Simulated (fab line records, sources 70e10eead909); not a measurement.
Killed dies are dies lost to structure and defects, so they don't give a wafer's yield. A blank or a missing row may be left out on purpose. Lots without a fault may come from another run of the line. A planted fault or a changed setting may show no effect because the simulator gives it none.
fab line records | flow nand_harc | part 2 of 2: steps 29 to 39 of 39
record lots=5 wafers=15 last_day=34
route steps=1302 shown A_DECK1_JOINT@518 A_ONON_D2@545
lots that met no fault: from a run of the same line without faults
start_h: hours from the record's first day to the start of the lot's first wafer shown | wait_h: hours since the lot's step before | " the same as in the row above | L1.1+2: a row that stands for several wafers | - no value, or no start given | * or withheld: withheld | < > ~ a bound
route shown NAME@n: a module of which the file shows steps, and the number in the route of the first | usual: mean/standard deviation of fault-free wafers | same: alike in all rows | chamber/n: place in a boat | sites: the reading at each site | _std_site: their standard deviation | _edge_site: outer sites' mean less inner sites' | radius_mm: how far each site lies from the wafer's centre | mask NAME#n: copy n | behind: the tool/chamber that last shaped the wafer | hold: why the lot was held/for how many hours/how that ended | device: the transistor (n, p or np) that didn't switch | end of line: the same wafers' tests at the end of the route | a step without rows: its recipe alone | killed: dies lost to structure and defects at the first sort, not the wafer's yield | map: a wafer's dies, x killed, . not, _ none there
set.NAME: the setting as run; set.NAME@STEP: as run at that earlier step | model.NAME: the simulator's own value behind a step, which no gauge read
lots at some steps of the route; a table a step, a row a wafer
services: from which hour (start_h, from the record's first day; less than 0 if before it) a tool's chamber was out of use, for how many hours, and why
## steps
# step NHARC_A_ONON_D2_DEP_03
# recipe target_thk_a=10000 n2_flow_sccm=2750 n2o_flow_sccm=2000 nh3_flow_sccm=500 sih4_flow_sccm=210 temp_c=400
# usual nh3_flow_sccm=500.2/1.4
# columns lot.wafer tool chamber start_h wait_h nh3_flow_sccm
L075.1 pecvd_onon-04 0 291.18 0.1 502.7
L075.5 " 0 " " 501.8
L075.6 " 0 " " 498.2
L084.3 pecvd_onon-03 0 385.86 0.2 499.5
L084.4 " 0 " " 499.3
L084.6 " 0 " " 500.9
L089.1 pecvd_onon-04 0 434.59 0.1 501.6
L089.5 " 0 " " 500.9
L089.6 " 0 " " 502.3
L094.1 pecvd_onon-04 0 472.80 0.1 500.9
L094.2 " 0 " " 501.6
L094.5 " 0 " " 502.1
L097.2 pecvd_onon-01 0 504.53 0.1 500.4
L097.3 " 0 " " 500.0
L097.5 " 0 " " 501.7
# step NHARC_A_ONON_D2_THK_MEAS_05
# recipe thk_meas_gauge=ellipsometry
# usual thk_nm=1002/9.4
# columns lot.wafer tool chamber start_h wait_h thk_nm
L075.1 film_metro-02 - 291.69 - 1007
L075.5 " - " " 1006
L075.6 " - " " 1005
L084.3 film_metro-01 - 386.26 - 1004
L084.4 " - " " 1002
L084.6 " - " " 1004
L089.1 film_metro-02 - 435.10 - 997
L089.5 " - " " 995
L089.6 " - " " 996
L094.1 film_metro-02 - 473.31 - 1004
L094.2 " - " " 1005
L094.5 " - " " 1003
L097.2 film_metro-02 - 504.98 - 1011
L097.3 " - " " 1007
L097.5 " - " " 1009
# step NHARC_A_ONON_D2_DEP_06
# recipe target_thk_a=10000 n2_flow_sccm=2750 n2o_flow_sccm=2000 nh3_flow_sccm=500 sih4_flow_sccm=210 temp_c=400
# usual nh3_flow_sccm=499.9/1.8
# columns lot.wafer tool chamber start_h wait_h nh3_flow_sccm
L075.1 pecvd_onon-03 0 291.75 0.1 500.6
L075.5 " 0 " " 499.7
L075.6 " 0 " " 500.8
L084.3 pecvd_onon-03 0 386.42 0.2 498.8
L084.4 " 0 " " 499.8
L084.6 " 0 " " 501.3
L089.1 pecvd_onon-01 0 435.16 0.1 500.9
L089.5 " 0 " " 500.3
L089.6 " 0 " " 499.9
L094.1 pecvd_onon-01 0 473.37 0.1 501.7
L094.2 " 0 " " 501.2
L094.5 " 0 " " 501.1
L097.2 pecvd_onon-01 0 505.10 0.1 499.8
L097.3 " 0 " " 499.7
L097.5 " 0 " " 499.5
# step NHARC_A_ONON_D2_THK_MEAS_08
# recipe thk_meas_gauge=ellipsometry
# usual thk_nm=999/11
# columns lot.wafer tool chamber start_h wait_h thk_nm
L075.1 film_metro-02 - 292.26 - 1003
L075.5 " - " " 1003
L075.6 " - " " 1004
L084.3 film_metro-01 - 386.81 - 976
L084.4 " - " " 976
L084.6 " - " " 973
L089.1 film_metro-02 - 435.67 - 1004
L089.5 " - " " 1003
L089.6 " - " " 1004
L094.1 film_metro-01 - 473.88 - 977
L094.2 " - " " 978
L094.5 " - " " 978
L097.2 film_metro-02 - 505.55 - 1004
L097.3 " - " " 1006
L097.5 " - " " 1005
# step NHARC_A_ONON_D2_DEP_09
# recipe target_thk_a=10000 n2_flow_sccm=2750 n2o_flow_sccm=2000 nh3_flow_sccm=500 sih4_flow_sccm=210 temp_c=400
# usual nh3_flow_sccm=499.9/1.4
# columns lot.wafer tool chamber start_h wait_h nh3_flow_sccm
L075.1 pecvd_onon-01 0 292.31 0.1 500.6
L075.5 " 0 " " 500.1
L075.6 " 0 " " 498.2
L084.3 pecvd_onon-01 0 386.99 0.2 501.9
L084.4 " 0 " " 498.2
L084.6 " 0 " " 501.7
L089.1 pecvd_onon-03 0 435.73 0.1 500.1
L089.5 " 0 " " 501.6
L089.6 " 0 " " 502.4
L094.1 pecvd_onon-04 0 473.94 0.1 499.0
L094.2 " 0 " " 498.5
L094.5 " 0 " " 501.3
L097.2 pecvd_onon-04 0 505.67 0.1 500.5
L097.3 " 0 " " 500.4
L097.5 " 0 " " 501.7
# step NHARC_A_ONON_D2_THK_MEAS_11
# recipe thk_meas_gauge=ellipsometry
# usual thk_nm=1003/6.4
# columns lot.wafer tool chamber start_h wait_h thk_nm
L075.1 film_metro-02 - 292.82 - 998
L075.5 " - " " 1000
L075.6 " - " " 1002
L084.3 film_metro-01 - 387.39 - 1001
L084.4 " - " " 1002
L084.6 " - " " 1001
L089.1 film_metro-02 - 436.24 - 993
L089.5 " - " " 992
L089.6 " - " " 993
L094.1 film_metro-01 - 474.45 - 995
L094.2 " - " " 993
L094.5 " - " " 993
L097.2 film_metro-01 - 506.12 - 997
L097.3 " - " " 1000
L097.5 " - " " 998
# step NHARC_A_ONON_D2_DEP_12
# recipe target_thk_a=10000 n2_flow_sccm=2750 n2o_flow_sccm=2000 nh3_flow_sccm=500 sih4_flow_sccm=210 temp_c=400
# usual nh3_flow_sccm=499.7/1.4
# columns lot.wafer tool chamber start_h wait_h nh3_flow_sccm
L075.1 pecvd_onon-03 0 292.88 0.1 499.2
L075.5 " 0 " " 497.5
L075.6 " 0 " " 498.5
L084.3 pecvd_onon-04 0 387.56 0.2 500.1
L084.4 " 0 " " 499.8
L084.6 " 0 " " 500.7
L089.1 pecvd_onon-04 0 436.29 0.1 499.5
L089.5 " 0 " " 497.5
L089.6 " 0 " " 500.0
L094.1 pecvd_onon-01 0 474.50 0.1 498.8
L094.2 " 0 " " 499.1
L094.5 " 0 " " 498.8
L097.2 pecvd_onon-03 0 506.23 0.1 501.5
L097.3 " 0 " " 500.3
L097.5 " 0 " " 500.5
# step NHARC_A_ONON_D2_THK_MEAS_14
# recipe thk_meas_gauge=ellipsometry
# usual thk_nm=1003/9.6
# columns lot.wafer tool chamber start_h wait_h thk_nm
L075.1 film_metro-01 - 293.39 - 1015
L075.5 " - " " 1015
L075.6 " - " " 1016
L084.3 film_metro-01 - 387.95 - 1010
L084.4 " - " " 1010
L084.6 " - " " 1010
L089.1 film_metro-01 - 436.81 - 1002
L089.5 " - " " 1006
L089.6 " - " " 1005
L094.1 film_metro-02 - 475.01 - 1011
L094.2 " - " " 1013
L094.5 " - " " 1012
L097.2 film_metro-02 - 506.68 - 1008
L097.3 " - " " 1008
L097.5 " - " " 1007
# step NHARC_A_ONON_D2_ANNEAL_15
# recipe temp_c=750 time_s=3600
# usual spike_tc_centre_C=751.0/1.4
# columns lot.wafer tool chamber start_h wait_h spike_tc_centre_C
L075.1 furnace-04 0 296.42 3.0 753.0
L075.5 " 0 " " 751.7
L075.6 " 0 " " 751.0
L084.3 furnace-02 0 388.39 0.4 749.8
L084.4 " 0 " " 749.1
L084.6 " 0 " " 749.7
L089.1 furnace-04 0 439.83 3.0 751.6
L089.5 " 0 " " 752.3
L089.6 " 0 " " 752.2
L094.1 furnace-02 0 478.69 3.7 748.9
L094.2 " 0 " " 750.7
L094.5 " 0 " " 747.8
L097.2 furnace-06 0 510.07 3.4 751.5
L097.3 " 0 " " 749.7
L097.5 " 0 " " 749.6
# step NHARC_A_ONON_D2_DEP_16
# recipe target_thk_a=10000 n2_flow_sccm=2750 n2o_flow_sccm=2000 nh3_flow_sccm=500 sih4_flow_sccm=210 temp_c=400
# usual nh3_flow_sccm=500.0/1.6
# columns lot.wafer tool chamber start_h wait_h nh3_flow_sccm
L075.1 pecvd_onon-01 0 300.20 0.4 499.2
L075.5 " 0 " " 499.4
L075.6 " 0 " " 501.5
L084.3 pecvd_onon-03 0 392.51 0.7 502.8
L084.4 " 0 " " 500.7
L084.6 " 0 " " 500.6
L089.1 pecvd_onon-04 0 443.67 0.4 501.3
L089.5 " 0 " " 498.7
L089.6 " 0 " " 499.8
L094.1 pecvd_onon-04 0 482.58 0.4 498.2
L094.2 " 0 " " 497.8
L094.5 " 0 " " 499.7
L097.2 pecvd_onon-01 0 513.95 0.4 505.0
L097.3 " 0 " " 501.2
L097.5 " 0 " " 502.0
# step NHARC_A_ONON_D2_THK_MEAS_18
# recipe thk_meas_gauge=ellipsometry
# usual thk_nm=997/7.4
# columns lot.wafer tool chamber start_h wait_h thk_nm
L075.1 film_metro-01 - 300.72 - 989
L075.5 " - " " 991
L075.6 " - " " 991
L084.3 film_metro-02 - 392.91 - 996
L084.4 " - " " 996
L084.6 " - " " 999
L089.1 film_metro-01 - 444.18 - 1006
L089.5 " - " " 1006
L089.6 " - " " 1006
L094.1 film_metro-01 - 483.08 - 1000
L094.2 " - " " 1001
L094.5 " - " " 1001
L097.2 film_metro-02 - 514.40 - 999
L097.3 " - " " 999
L097.5 " - " " 998
## services
# columns tool chamber start_h hours kind
rie_si-01 3 261.73 7.1 repair
fcvd-02 - 269.00 13.0 pm
pecvd_onon-01 - 269.00 13.0 pm
wet_bench-09 - 272.52 1.6 repair
rie_si-01 1 294.59 1.0 repair
rie_si-01 3 294.73 1.0 repair
pecvd_onon-04 - 311.31 13.0 pm
wet_bench-07 - 336.00 8.0 pm
wet_h3po4-01 - 336.00 8.0 pm
rie_si-01 - 336.72 0.1 repair
wet_bench-09 - 352.80 8.0 pm
furnace-05 - 357.78 1.4 repair
wet_bench-06 - 369.60 8.0 pm
rie_si-01 - 370.00 9.0 pm
lpcvd-01 - 395.15 2.7 repair
pecvd_onon-03 - 408.29 13.0 pm
pecvd_onon-04 - 419.59 6.2 repair
pecvd_onon-04 - 445.13 1.8 repair
fcvd-02 - 450.00 13.0 pm
pecvd_onon-01 - 450.00 13.0 pm
furnace-08 - 476.68 26.0 pm
pecvd_onon-04 - 492.31 13.0 pm
wet_bench-07 - 512.00 8.0 pm
wet_h3po4-01 - 512.00 8.0 pm
